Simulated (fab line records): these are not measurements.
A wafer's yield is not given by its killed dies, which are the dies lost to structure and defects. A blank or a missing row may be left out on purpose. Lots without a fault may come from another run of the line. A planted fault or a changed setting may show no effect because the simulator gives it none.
Split-lot experiment :: flow n5-finfet :: 39 wafers read from 7 lots, route of 1938 steps

SPLIT DETAILS
At N5_WELL_APT_EPI_41 (deposits Si from SiH4/H2, target thk 50 nm, time 297.7 s), the setting time-s was moved away from the recipe's 297.7 s on 18 of the 39 wafers read, by -7.3% to +7.2%. The other wafers ran this setting at the recipe's value.

The split's own step is where the reading is taken.

THE READING
Si_of_WELL_APT_EPI_41.thk-nm (the simulator's own value, which no gauge read), in nm, at N5_WELL_APT_EPI_41 (deposits Si from SiH4/H2, target thk 50 nm, time 297.7 s). The file does not state a usual value for it. Across the 21 wafers here that went through the recipe, the average is 50.04 nm and the standard deviation 0.42 nm.

wafer: L074.1
tool, chamber at the split: epi-rpcvd-01, 0
time-s as run, s: 319.2
against the recipe: +7.2%
Si_of_WELL_APT_EPI_41.thk-nm, nm: 54.12
against lot-mates on the recipe: +3.74

wafer: L074.2
tool, chamber at the split: epi-rpcvd-01, 0
time-s as run, s: 297.7
against the recipe: recipe
Si_of_WELL_APT_EPI_41.thk-nm, nm: 50.43
against lot-mates on the recipe: -

wafer: L074.3
tool, chamber at the split: epi-rpcvd-01, 0
time-s as run, s: 297.7
against the recipe: recipe
Si_of_WELL_APT_EPI_41.thk-nm, nm: 50.55
against lot-mates on the recipe: -

wafer: L074.4
tool, chamber at the split: epi-rpcvd-01, 0
time-s as run, s: 319.2
against the recipe: +7.2%
Si_of_WELL_APT_EPI_41.thk-nm, nm: 54.37
against lot-mates on the recipe: +3.99

wafer: L074.5
tool, chamber at the split: epi-rpcvd-01, 0
time-s as run, s: 319.2
against the recipe: +7.2%
Si_of_WELL_APT_EPI_41.thk-nm, nm: 53.84
against lot-mates on the recipe: +3.46

wafer: L074.6
tool, chamber at the split: epi-rpcvd-01, 0
time-s as run, s: 297.7
against the recipe: recipe
Si_of_WELL_APT_EPI_41.thk-nm, nm: 50.15
against lot-mates on the recipe: -

wafer: L076.1
tool, chamber at the split: epi-rpcvd-01, 0
time-s as run, s: 297.7
against the recipe: recipe
Si_of_WELL_APT_EPI_41.thk-nm, nm: 49.87
against lot-mates on the recipe: -

wafer: L076.2
tool, chamber at the split: epi-rpcvd-01, 0
time-s as run, s: 289
against the recipe: -2.9%
Si_of_WELL_APT_EPI_41.thk-nm, nm: 48.48
against lot-mates on the recipe: -1.21

wafer: L076.3
tool, chamber at the split: epi-rpcvd-01, 0
time-s as run, s: 289
against the recipe: -2.9%
Si_of_WELL_APT_EPI_41.thk-nm, nm: 48.51
against lot-mates on the recipe: -1.18

wafer: L076.4
tool, chamber at the split: epi-rpcvd-01, 0
time-s as run, s: 297.7
against the recipe: recipe
Si_of_WELL_APT_EPI_41.thk-nm, nm: 49.67
against lot-mates on the recipe: -

wafer: L076.5
tool, chamber at the split: epi-rpcvd-01, 0
time-s as run, s: 297.7
against the recipe: recipe
Si_of_WELL_APT_EPI_41.thk-nm, nm: 49.52
against lot-mates on the recipe: -

wafer: L076.6
tool, chamber at the split: epi-rpcvd-01, 0
time-s as run, s: 289
against the recipe: -2.9%
Si_of_WELL_APT_EPI_41.thk-nm, nm: 48.29
against lot-mates on the recipe: -1.40

wafer: L090.1
tool, chamber at the split: epi-rpcvd-01, 0
time-s as run, s: 281.7
against the recipe: -5.4%
Si_of_WELL_APT_EPI_41.thk-nm, nm: 46.31
against lot-mates on the recipe: -3.25

wafer: L090.2
tool, chamber at the split: epi-rpcvd-01, 0
time-s as run, s: 297.7
against the recipe: recipe
Si_of_WELL_APT_EPI_41.thk-nm, nm: 48.93
against lot-mates on the recipe: -

wafer: L090.3
tool, chamber at the split: epi-rpcvd-01, 0
time-s as run, s: 297.7
against the recipe: recipe
Si_of_WELL_APT_EPI_41.thk-nm, nm: 49.92
against lot-mates on the recipe: -

wafer: L090.4
tool, chamber at the split: epi-rpcvd-01, 0
time-s as run, s: 297.7
against the recipe: recipe
Si_of_WELL_APT_EPI_41.thk-nm, nm: 49.82
against lot-mates on the recipe: -

wafer: L090.5
tool, chamber at the split: epi-rpcvd-01, 0
time-s as run, s: 281.7
against the recipe: -5.4%
Si_of_WELL_APT_EPI_41.thk-nm, nm: 46.95
against lot-mates on the recipe: -2.61

wafer: L090.6
tool, chamber at the split: epi-rpcvd-01, 0
time-s as run, s: 281.7
against the recipe: -5.4%
Si_of_WELL_APT_EPI_41.thk-nm, nm: 46.76
against lot-mates on the recipe: -2.80

wafer: L091.1
tool, chamber at the split: epi-rpcvd-04, 0
time-s as run, s: 297.7
against the recipe: recipe
Si_of_WELL_APT_EPI_41.thk-nm, nm: 50.29
against lot-mates on the recipe: -

wafer: L091.2
tool, chamber at the split: epi-rpcvd-04, 0
time-s as run, s: 276
against the recipe: -7.3%
Si_of_WELL_APT_EPI_41.thk-nm, nm: 46.32
against lot-mates on the recipe: -3.82

wafer: L091.3
tool, chamber at the split: epi-rpcvd-04, 0
time-s as run, s: 276
against the recipe: -7.3%
Si_of_WELL_APT_EPI_41.thk-nm, nm: 46.58
against lot-mates on the recipe: -3.56

wafer: L091.4
tool, chamber at the split: epi-rpcvd-04, 0
time-s as run, s: 297.7
against the recipe: recipe
Si_of_WELL_APT_EPI_41.thk-nm, nm: 49.87
against lot-mates on the recipe: -

wafer: L091.5
tool, chamber at the split: epi-rpcvd-04, 0
time-s as run, s: 276
against the recipe: -7.3%
Si_of_WELL_APT_EPI_41.thk-nm, nm: 46.83
against lot-mates on the recipe: -3.31

wafer: L091.6
tool, chamber at the split: epi-rpcvd-04, 0
time-s as run, s: 297.7
against the recipe: recipe
Si_of_WELL_APT_EPI_41.thk-nm, nm: 50.25
against lot-mates on the recipe: -

wafer: L092.1
tool, chamber at the split: epi-rpcvd-02, 0
time-s as run, s: 278
against the recipe: -6.6%
Si_of_WELL_APT_EPI_41.thk-nm, nm: 46.87
against lot-mates on the recipe: -3.57

wafer: L092.2
tool, chamber at the split: epi-rpcvd-02, 0
time-s as run, s: 297.7
against the recipe: recipe
Si_of_WELL_APT_EPI_41.thk-nm, nm: 50.39
against lot-mates on the recipe: -

wafer: L092.3
tool, chamber at the split: epi-rpcvd-02, 0
time-s as run, s: 278
against the recipe: -6.6%
Si_of_WELL_APT_EPI_41.thk-nm, nm: 46.96
against lot-mates on the recipe: -3.48

wafer: L092.4
tool, chamber at the split: epi-rpcvd-02, 0
time-s as run, s: 297.7
against the recipe: recipe
Si_of_WELL_APT_EPI_41.thk-nm, nm: 50.53
against lot-mates on the recipe: -

wafer: L092.5
tool, chamber at the split: epi-rpcvd-02, 0
time-s as run, s: 278
against the recipe: -6.6%
Si_of_WELL_APT_EPI_41.thk-nm, nm: 47.1
against lot-mates on the recipe: -3.34

wafer: L092.6
tool, chamber at the split: epi-rpcvd-02, 0
time-s as run, s: 297.7
against the recipe: recipe
Si_of_WELL_APT_EPI_41.thk-nm, nm: 50.41
against lot-mates on the recipe: -

wafer: L093.1
tool, chamber at the split: epi-rpcvd-04, 0
time-s as run, s: 288.6
against the recipe: -3.1%
Si_of_WELL_APT_EPI_41.thk-nm, nm: 48.88
against lot-mates on the recipe: -1.45

wafer: L093.2
tool, chamber at the split: epi-rpcvd-04, 0
time-s as run, s: 297.7
against the recipe: recipe
Si_of_WELL_APT_EPI_41.thk-nm, nm: 50.02
against lot-mates on the recipe: -

wafer: L093.3
tool, chamber at the split: epi-rpcvd-04, 0
time-s as run, s: 288.6
against the recipe: -3.1%
Si_of_WELL_APT_EPI_41.thk-nm, nm: 48.75
against lot-mates on the recipe: -1.58

wafer: L093.4
tool, chamber at the split: epi-rpcvd-04, 0
time-s as run, s: 297.7
against the recipe: recipe
Si_of_WELL_APT_EPI_41.thk-nm, nm: 50.31
against lot-mates on the recipe: -

wafer: L093.5
tool, chamber at the split: epi-rpcvd-04, 0
time-s as run, s: 297.7
against the recipe: recipe
Si_of_WELL_APT_EPI_41.thk-nm, nm: 50.67
against lot-mates on the recipe: -

wafer: L093.6
tool, chamber at the split: epi-rpcvd-04, 0
time-s as run, s: 288.6
against the recipe: -3.1%
Si_of_WELL_APT_EPI_41.thk-nm, nm: 48.73
against lot-mates on the recipe: -1.60

wafer: L095.2
tool, chamber at the split: epi-rpcvd-02, 0
time-s as run, s: 297.7
against the recipe: recipe
Si_of_WELL_APT_EPI_41.thk-nm, nm: 49.5
against lot-mates on the recipe: -

wafer: L095.5
tool, chamber at the split: epi-rpcvd-02, 0
time-s as run, s: 297.7
against the recipe: recipe
Si_of_WELL_APT_EPI_41.thk-nm, nm: 49.98
against lot-mates on the recipe: -

wafer: L095.6
tool, chamber at the split: epi-rpcvd-02, 0
time-s as run, s: 297.7
against the recipe: recipe
Si_of_WELL_APT_EPI_41.thk-nm, nm: 49.74
against lot-mates on the recipe: -

FIT RESULTS
A straight line over all 39 wafers: Si_of_WELL_APT_EPI_41.thk-nm changes by +0.524 nm for each +1% of time-s; r = +0.98; the points scatter about the line by 0.42 nm.
The same after taking each lot's own level away (the mean of its wafers on the recipe; 39 wafers): +0.511 nm for each +1%; r = +0.99; scatter 0.24 nm.
On that fit, the largest move of time-s shifts the reading by 3.7 nm.
Across the lots, their own levels run from 49.557 to 50.443 nm, a range of 2.1 times the standard deviation given above.
So the lot-to-lot level changes the slope little: the two slopes agree.
Check: for one of the wafers moved furthest among these (-7.3%), held out of the fit, the line's prediction against its lot-mates is -3.7 nm. It came out at -3.82 nm against them.

OTHER SPLITS ON THESE WAFERS
Note: prior to the reading, these wafers also went through further splits. Each is held against what the fit with the lots' levels taken away leaves over:
other split on the same wafers: N5_ZERO_LAYER_PECVD_02 target-thk-a
wafers away from the commonest value: 15
r with Si_of_WELL_APT_EPI_41.thk-nm (lot level and that fit taken away): +0.21

other split on the same wafers: N5_WELL_APT_IMPLANT_31 energy-kev
wafers away from the commonest value: 12
r with Si_of_WELL_APT_EPI_41.thk-nm (lot level and that fit taken away): +0.00

THE FILE'S OWN FIT
Si_of_WELL_APT_EPI_41.thk-nm changes by +0.509 nm for each +1% of time-s, r = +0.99.
